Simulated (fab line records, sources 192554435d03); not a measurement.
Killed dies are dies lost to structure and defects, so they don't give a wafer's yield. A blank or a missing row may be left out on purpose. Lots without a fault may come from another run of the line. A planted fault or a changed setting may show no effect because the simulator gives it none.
Which tool did it? | flow n5_finfet | 7 lots, 21 wafers sampled, at 2 steps of a route of 1938

WHAT THE GAUGES READ, wafer by wafer
N5_BEOL_M12_RS_MEAS_54: measures by four-point-probe.
lot  | measured     | on            | M12_RS (ohm/sq)
L554 | day 12 07:44 | film_metro-01 | 0.0593 0.0604 0.0605
L557 | day 13 19:47 | film_metro-02 | 0.0584 0.0587 0.0588
L565 | day 15 04:50 | film_metro-01 | 0.0587 0.0597 0.0582
L564 | day 15 10:19 | film_metro-02 | 0.0610 0.0609 0.0601
L566 | day 16 02:01 | film_metro-01 | 0.0595 0.0603 0.0609
L569 | day 16 17:25 | film_metro-02 | 0.0612 0.0611 0.0610
L572 | day 19 06:44 | film_metro-01 | 0.0626 0.0612 0.0617

WHICH TOOL RAN EACH LOT (tool, then ch and the chambers of the sampled wafers, then the start)
lot  | N5_BEOL_M12_PRE_CLEAN_42
L554 | pvd_sputter-03, day 12 06:17
L557 | pvd_sputter-01, day 13 18:36
L565 | pvd_sputter-02, day 15 03:34
L564 | pvd_sputter-01, day 15 09:04
L566 | pvd_sputter-02, day 16 00:15
L569 | pvd_sputter-03, day 16 16:13
L572 | pvd_sputter-01, day 19 05:32
- N5_BEOL_M12_PRE_CLEAN_42: time 30 s.

THE ANSWER, worked out from the rows above alone
Rule: what is usual is taken from the lots themselves. Put in order of their means at a reading, lots are off if they are a third of the lots or fewer, leave a main group of 4 or more, and stand apart from it by a gap of 3 or more times the standard deviation of the main group's means; of several such gaps the widest counts. A main group whose means are all the same, to the digits that the tables above print for the reading, isn't used. A lot without any number at a reading at which 4 lots or more have one is off too. The other lots that the step has rows for count as sound.
No lot is off at any reading shown: from this, nothing can be told.

WHAT THE SIMULATOR HAD PUT IN
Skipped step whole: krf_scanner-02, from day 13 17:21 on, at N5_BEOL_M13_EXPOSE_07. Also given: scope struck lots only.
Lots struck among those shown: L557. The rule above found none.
